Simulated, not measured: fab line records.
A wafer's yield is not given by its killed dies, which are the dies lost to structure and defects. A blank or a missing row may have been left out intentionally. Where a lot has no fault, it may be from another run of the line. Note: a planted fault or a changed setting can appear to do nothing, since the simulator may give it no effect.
Which tool is to blame? | flow n5_finfet | 11 lots with 30 wafers sampled at 5 steps, on a route of 1938 steps

== WHAT THE GAUGES READ, wafer by wafer ==
The record lacks any reading of a measuring or inspecting step that a usual standard deviation could be used to judge.

== WHAT TOOL EACH LOT RAN ON (gives the tool, then ch and the chambers of the sampled wafers, and finally the start) ==
lot  | N5_SDB_HM_OPEN_20                 | N5_SDB_STRIP_22                     | N5_HKMG_FIN_ETCH_54               | N5_HKMG_FIN_ALD_79                 | N5_PASSIVATION_PROBE_49
L996 | rie_diel-05 ch 1,2,3, day 3 18:07 | plasma_asher-02 ch 0,1, day 3 18:11 | rie_diel-04 ch 0,1, day 3 23:45   | ald_metal-03 ch 1,2, day 4 01:11   | -
L997 | rie_diel-05 ch 0,1,3, day 4 06:14 | plasma_asher-02 ch 0,1, day 4 06:21 | rie_diel-01 ch 0,2,3, day 4 11:31 | ald_metal-04 ch 0,1,3, day 4 12:57 | -
L998 | rie_diel-05 ch 2,3, day 4 10:55   | plasma_asher-01 ch 0,1, day 4 11:02 | rie_diel-04 ch 1,3, day 4 16:14   | ald_metal-04 ch 0,3, day 4 17:34   | -
L102 | rie_diel-05 ch 2,3, day 5 06:56   | plasma_asher-02 ch 0,1, day 5 07:01 | rie_diel-05 ch 1,2,3, day 5 12:49 | ald_metal-03 ch 0,1, day 5 14:09   | prober-01, day 16 02:46
L103 | rie_diel-04 ch 1,2,3, day 5 12:46 | plasma_asher-02 ch 0,1, day 5 12:50 | rie_diel-01 ch 0,1,3, day 5 18:08 | ald_metal-03 ch 0,1,3, day 5 19:28 | prober-01, day 16 18:02
L105 | rie_diel-05 ch 2, day 6 03:35     | plasma_asher-01 ch 0,1, day 6 03:40 | rie_diel-04 ch 3, day 6 09:24     | ald_metal-03 ch 0,2, day 6 10:56   | -
L111 | rie_diel-01 ch 2, day 7 13:59     | plasma_asher-02 ch 0, day 7 14:04   | rie_diel-05 ch 0,3, day 7 20:38   | ald_metal-01 ch 1, day 7 21:58     | prober-01, day 17 15:07
L112 | rie_diel-05 ch 1,3, day 7 17:49   | plasma_asher-01 ch 0,1, day 7 18:16 | rie_diel-04 ch 0,1,2, day 7 23:45 | ald_metal-03 ch 0,1,2, day 8 01:05 | -
L113 | rie_diel-01 ch 0,2,3, day 8 01:38 | plasma_asher-01 ch 0,1, day 8 01:43 | rie_diel-04 ch 0,2, day 8 07:09   | ald_metal-01 ch 1,3, day 8 08:29   | prober-01, day 18 12:02
L116 | rie_diel-05 ch 0,1, day 8 17:11   | plasma_asher-02 ch 0,1, day 8 17:19 | rie_diel-04 ch 0,1,3, day 8 23:07 | ald_metal-04 ch 0,1,3, day 9 00:26 | -
L119 | rie_diel-05 ch 0,1,2, day 9 16:02 | plasma_asher-02 ch 1, day 9 16:07   | rie_diel-04 ch 0,2,3, day 9 21:35 | ald_metal-03 ch 1,2, day 9 22:55   | -
- N5_SDB_HM_OPEN_20: chemistry CH3F/O2, target SiNx, stops on poly-Si, target depth 24 nm.
- N5_SDB_STRIP_22: strips in N2/H2.
- N5_HKMG_FIN_ETCH_54: etches SiARC in CF4, target depth 45.5 nm, time 75.8 s.
- N5_HKMG_FIN_ALD_79: deposits TiN, target thk 1.5 nm, pulse time 1 s, purge time 3 s.
- N5_PASSIVATION_PROBE_49

== WHAT THE TOOLS THEMSELVES READ (means of the sampled wafers that have a number; where no wafer has one, the mark that the record gives instead) ==
N5_SDB_HM_OPEN_20.
lot  | tool        | drypump_motor_current_A (A) | oes_product_au (a.u.) | rf_vpp_V (V) | showerhead_plenum_p_Torr (Torr) | throttle_valve_pct (%)
L996 | rie_diel-05 | 5.6                         | 0.62                  | 297          | 2.01                            | 16.46
L997 | rie_diel-05 | 5.6                         | 0.63                  | 296          | 1.95                            | 16.34
L998 | rie_diel-05 | 5.3                         | 0.59                  | 297          | 2.00                            | 16.42
L102 | rie_diel-05 | 5.4                         | 0.59                  | 298          | 2.03                            | 16.45
L103 | rie_diel-04 | 5.8                         | 0.67                  | 292          | 1.97                            | 16.47
L105 | rie_diel-05 | 5.3                         | 0.59                  | 300          | 2.09                            | 16.52
L111 | rie_diel-01 | 5.1                         | 0.58                  | 293          | 1.99                            | 16.55
L112 | rie_diel-05 | 5.7                         | 0.58                  | 296          | 1.94                            | 16.45
L113 | rie_diel-01 | 5.4                         | 0.60                  | 295          | 1.99                            | 16.52
L116 | rie_diel-05 | 5.4                         | 0.62                  | 298          | 1.93                            | 16.35
L119 | rie_diel-05 | 5.6                         | 0.60                  | 299          | 1.99                            | 16.47

N5_SDB_STRIP_22.
lot  | tool            | drypump_motor_current_A (A) | heater_power_w (W) | oes_product_au (a.u.) | strip_time_to_endpoint_s (s)
L996 | plasma_asher-02 | 5.90                        | 337                | 0.715                 | 96.8
L997 | plasma_asher-02 | 5.90                        | 334                | 0.716                 | 96.2
L998 | plasma_asher-01 | 6.16                        | 310                | 0.710                 | 96.8
L102 | plasma_asher-02 | 5.89                        | 337                | 0.720                 | 97.0
L103 | plasma_asher-02 | 5.90                        | 340                | 0.711                 | 96.1
L105 | plasma_asher-01 | 6.14                        | 314                | 0.714                 | 97.0
L111 | plasma_asher-02 | 6.16                        | 318                | 0.714                 | 96.6
L112 | plasma_asher-01 | 6.12                        | 302                | 0.711                 | 96.0
L113 | plasma_asher-01 | 6.11                        | 307                | 0.714                 | 96.2
L116 | plasma_asher-02 | 5.89                        | 336                | 0.713                 | 96.3
L119 | plasma_asher-02 | 5.76                        | 356                | 0.716                 | 96.2

N5_HKMG_FIN_ETCH_54.
lot  | tool        | drypump_motor_current_A (A) | etch_rf_on_time_s (s) | oes_product_au (a.u.) | rf_vpp_V (V) | showerhead_plenum_p_Torr (Torr) | throttle_valve_pct (%)
L996 | rie_diel-04 | 5.9                         | 76.5                  | 0.67                  | 184.4        | 2.12                            | 15.37
L997 | rie_diel-01 | 5.5                         | 75.3                  | 0.64                  | 184.3        | 2.13                            | 15.68
L998 | rie_diel-04 | 5.8                         | 73.5                  | 0.68                  | 183.1        | 2.07                            | 15.71
L102 | rie_diel-05 | 5.7                         | 76.2                  | 0.64                  | 183.1        | 2.14                            | 15.68
L103 | rie_diel-01 | 5.7                         | 76.8                  | 0.65                  | 184.7        | 2.18                            | 15.61
L105 | rie_diel-04 | 5.5                         | 72.0                  | 0.69                  | 182.1        | 2.06                            | 15.57
L111 | rie_diel-05 | 5.3                         | 76.3                  | 0.61                  | 183.8        | 2.04                            | 15.52
L112 | rie_diel-04 | 5.8                         | 75.0                  | 0.69                  | 184.2        | 2.13                            | 15.63
L113 | rie_diel-04 | 5.7                         | 73.2                  | 0.74                  | 184.5        | 2.18                            | 15.59
L116 | rie_diel-04 | 5.8                         | 74.6                  | 0.65                  | 182.2        | 2.08                            | 15.57
L119 | rie_diel-04 | 5.6                         | 73.3                  | 0.70                  | 184.3        | 2.12                            | 15.55

N5_HKMG_FIN_ALD_79.
lot  | tool         | chamber_pressure_Torr (Torr) | heater_power_w (W) | precursor_pulse_height_rel
L996 | ald_metal-03 | 3.003                        | 905                | 0.996
L997 | ald_metal-04 | 2.995                        | 860                | 1.016
L998 | ald_metal-04 | 2.997                        | 796                | 0.996
L102 | ald_metal-03 | -                            | -                  | -
L103 | ald_metal-03 | -                            | -                  | -
L105 | ald_metal-03 | 2.989                        | 913                | 1.003
L111 | ald_metal-01 | 2.996                        | 967                | 1.022
L112 | ald_metal-03 | 2.996                        | 897                | 1.014
L113 | ald_metal-01 | 3.007                        | 853                | 1.013
L116 | ald_metal-04 | 2.996                        | 863                | 1.013
L119 | ald_metal-03 | 3.003                        | 900                | 0.993

N5_PASSIVATION_PROBE_49.
lot  | tool      | killed_at_M0_to_M3 | killed_at_M4_up | killed_at_contacts | killed_at_front_end | killed_at_other | killed_dies | killed_on_rim | killed_open | killed_short
L102 | prober-01 | 36                 | 11              | 20                 | 420                 | 3               | 490         | 55            | 82          | 41
L103 | prober-01 | 31                 | 18              | 11                 | 418                 | 4               | 482         | 54            | 70          | 31
L111 | prober-01 | 36                 | 12              | 5                  | 34                  | 6               | 92          | 13            | 62          | 26
L113 | prober-01 | 30                 | 14              | 8                  | 32                  | 12              | 96          | 17            | 57          | 33

== THE ANSWER, worked out from the rows above alone ==
Rule: the lots themselves supply what counts as usual. The widest of any qualifying gaps counts: lots, ordered by their means at a reading, are off when they make up no more than a third of the lots, leave a main group of 4 or more, and stand apart from it by 3 or more times the standard deviation of that group's means. The tables above print the reading to a certain number of digits; a main group whose means all agree to those digits is not used. A lot without any number at a reading at which 4 lots or more have one is off too. All remaining lots with rows at the step are treated as sound. After the gauges, taken in route order, come the tools' own readings; for these a lot's mean is taken, as printed above. At the first step where some lot is off, the reading lying furthest off is the one used; lots without a number count as furthest.
Off, at N5_HKMG_FIN_ALD_79 on chamber_pressure_Torr: L102, L103. Without a number there: L102, L103. For the main group the mean is 2.998 Torr and the standard deviation 0.0051.
If a tool, at that step or one of the process steps before it, ran each lot that is off and ran no sound lot following the first of them, it fits. Not one of the candidates tried fits.

== WHAT WAS PUT IN BY THE SIMULATOR ==
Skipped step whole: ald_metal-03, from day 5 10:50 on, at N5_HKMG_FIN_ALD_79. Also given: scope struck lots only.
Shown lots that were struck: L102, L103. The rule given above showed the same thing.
